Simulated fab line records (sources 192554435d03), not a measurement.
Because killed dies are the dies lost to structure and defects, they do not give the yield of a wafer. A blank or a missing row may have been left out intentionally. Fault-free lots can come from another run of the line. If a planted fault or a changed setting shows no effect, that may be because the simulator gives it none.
Matching of chambers	flow n5Finfet	cvdCo-02 running N5_BEOL_M5_PRE_CLEAN_77: 3 sister chambers
The step time 15 s. 3 wafers are shown with their chamber, then 7 later ones without.

WAFERS PAIRED WITH THEIR CHAMBERS
wafer	chamber	heaterPowerW (W)
L087.3	2	64
L090.1	0	70
L090.2	1	124

WAFERS WITHOUT THEIR CHAMBER
wafer	heaterPowerW (W)
L090.3	66
L096.1	71
L096.4	129
L096.6	70
L097.1	68
L097.2	72
L097.4	68

THE CHAMBER EACH PASSED THROUGH
wafer	from the rows above	in truth
L090.3	can't be placed: 2 or 0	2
L096.1	0	0
L096.4	1	1
L096.6	0	0
L097.1	can't be placed: 0 or 2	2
L097.2	0	0
L097.4	can't be placed: 0 or 2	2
Correctly placed: 4 of 7. Cannot be placed on the basis of these rows: 3; the candidates contain the true chamber in 3. 0 placed wrongly.
How it was worked out, from the rows above alone: a wafer's distance from a chamber is the root of the sum, over the readings, of the square of ((its reading less the chamber's mean) divided by the reading's scatter). If the next closest chamber is less than 2 further off than the closest, the wafer can't be placed; otherwise it belongs to the closest. A chamber's mean is the mean of its shown wafers. The scatter (one wafer shown for each chamber): square how far every hidden wafer sits from the nearest shown wafer, average those squares and take the square root.
